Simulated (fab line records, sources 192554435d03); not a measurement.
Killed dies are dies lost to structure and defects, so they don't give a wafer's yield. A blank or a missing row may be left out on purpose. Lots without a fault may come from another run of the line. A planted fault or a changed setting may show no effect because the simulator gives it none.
Chamber matching | flow n5_finfet | N5_BEOL_M9_STRIP_19 on rie_diel-02: 4 sister chambers
The step strips in O2. 7 wafers are shown with their chamber, then 9 later ones without.

WAFERS WITH THEIR CHAMBER
wafer  | chamber | showerhead_plenum_p_Torr (Torr) | throttle_valve_pct (%)
L086.4 | 3       | 2.06                            | 16.62
L086.6 | 1       | 2.10                            | 16.78
L085.1 | 1       | 2.10                            | 16.78
L085.3 | 2       | 2.11                            | 16.15
L088.1 | 0       | 2.14                            | 16.72
L088.5 | 2       | 2.10                            | 16.17
L088.6 | 0       | 2.14                            | 16.71

WAFERS WITHOUT THEIR CHAMBER
wafer  | showerhead_plenum_p_Torr (Torr) | throttle_valve_pct (%)
L092.1 | 2.10                            | 16.17
L092.4 | 2.10                            | 16.17
L092.6 | 2.06                            | 16.63
L095.4 | 2.09                            | 16.32
L095.5 | 2.09                            | 16.34
L095.6 | 2.13                            | 16.74
L097.1 | 2.09                            | 16.34
L097.4 | 2.10                            | 16.19
L097.5 | 2.13                            | 16.77

WHICH CHAMBER EACH WENT THROUGH
wafer  | from the rows above     | in truth
L092.1 | 2                       | 2
L092.4 | 2                       | 2
L092.6 | 3                       | 3
L095.4 | 2                       | 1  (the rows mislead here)
L095.5 | 2                       | 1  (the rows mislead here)
L095.6 | 0                       | 0
L097.1 | 2                       | 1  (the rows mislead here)
L097.4 | 2                       | 2
L097.5 | can't be placed: 0 or 1 | 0
Placed correctly: 5 of 9. Can't be placed from these rows: 1 (the true chamber is among the candidates in 1). Placed wrongly: 3.
How it was worked out, from the rows above alone: a wafer's distance from a chamber is the root of the sum, over the readings, of the square of ((its reading less the chamber's mean) divided by the reading's scatter). The wafer belongs to the nearest chamber; if the next one is less than 2 further off, it can't be placed. A chamber's mean is the mean of its shown wafers. The scatter: the root of (the sum of the squares of (reading less its chamber's mean) over the shown wafers, divided by (wafers less chambers)).
